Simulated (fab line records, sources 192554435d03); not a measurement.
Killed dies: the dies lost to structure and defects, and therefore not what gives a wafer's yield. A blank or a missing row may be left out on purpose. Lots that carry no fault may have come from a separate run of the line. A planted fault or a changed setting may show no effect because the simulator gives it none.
Chamber matching | flow n5-finfet | N5_HKMG_FIN_NWFM_ALD_20 on ald-metal-04: 4 sister chambers
The step deposits TiAlC, target thk 2 nm, pulse time 3 s, purge time 2 s. 16 wafers are shown with their chamber, then 8 later ones without.

EACH WAFER AND ITS CHAMBER
wafer  | chamber | heater-power-w (W) | precursor-pulse-height-rel | chamber-pressure-Torr (Torr)
L074.2 | 1       | 539                | 0.948                      | 2.991
L074.3 | 3       | 434                | 0.979                      | 2.995
L074.4 | 0       | 542                | 1.003                      | 2.997
L075.1 | 0       | 540                | 0.993                      | 2.998
L075.5 | 1       | 541                | 1.001                      | 3.002
L075.6 | 2       | 494                | 0.947                      | 2.998
L076.3 | 1       | 554                | 1.022                      | 2.999
L076.4 | 0       | 532                | 1.025                      | 3.015
L076.6 | 0       | 540                | 1.009                      | 3.003
L078.1 | 3       | 460                | 0.976                      | 3.008
L078.5 | 3       | 447                | 1.009                      | 3.004
L078.6 | 0       | 554                | 1.006                      | 2.992
L087.1 | 0       | 539                | 0.997                      | 3.004
L087.4 | 3       | 439                | 1.004                      | 3.000
L087.5 | 0       | 539                | 1.005                      | 3.005
L088.2 | 3       | 452                | 0.978                      | 2.999

SIGNATURES (means of the wafers above)
reading                    | chamber 0 | chamber 1 | chamber 2 | chamber 3 | scatter within a chamber
heater-power-w             | 540.86    | 544.67    | 494.00    | 446.40    | 8.26
precursor-pulse-height-rel | 1.00543   | 0.99033   | 0.94700   | 0.98920   | 0.0195
chamber-pressure-Torr      | 3.00200   | 2.99733   | 2.99800   | 3.00120   | 0.00637
Rule: for a wafer and a chamber, the distance is found by dividing, reading by reading, the gap between the wafer's reading and the chamber's mean by the reading's scatter, squaring, summing and taking the root. If the next closest chamber is less than 2 further off than the closest, the wafer can't be placed; otherwise it belongs to the closest. The scatter: take each reading less its chamber's mean, square it, sum over the shown wafers, divide by the number of wafers less the number of chambers, and take the root.

WAFERS WITHOUT THEIR CHAMBER
wafer  | heater-power-w (W) | precursor-pulse-height-rel | chamber-pressure-Torr (Torr)
L088.4 | 544                | 0.984                      | 3.000
L088.6 | 544                | 0.995                      | 2.994
L092.3 | 498                | 1.010                      | 3.005
L092.4 | 444                | 0.998                      | 3.009
L092.5 | 547                | 0.987                      | 3.003
L094.1 | 544                | 1.006                      | 3.001
L094.2 | 437                | 1.003                      | 3.000
L094.4 | 497                | 0.994                      | 3.001

THE CHAMBER EACH PASSED THROUGH
wafer  | from the rows above     | in truth
L088.4 | can't be placed: 1 or 0 | 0
L088.6 | can't be placed: 1 or 0 | 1
L092.3 | can't be placed: 2 or 0 | 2
L092.4 | 3                       | 3
L092.5 | can't be placed: 1 or 0 | 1
L094.1 | can't be placed: 0 or 1 | 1
L094.2 | 3                       | 3
L094.4 | 2                       | 2
Placed correctly: 3 of 8. Cannot be placed on the basis of these rows: 5; the candidates contain the true chamber in 5. 0 placed wrongly.
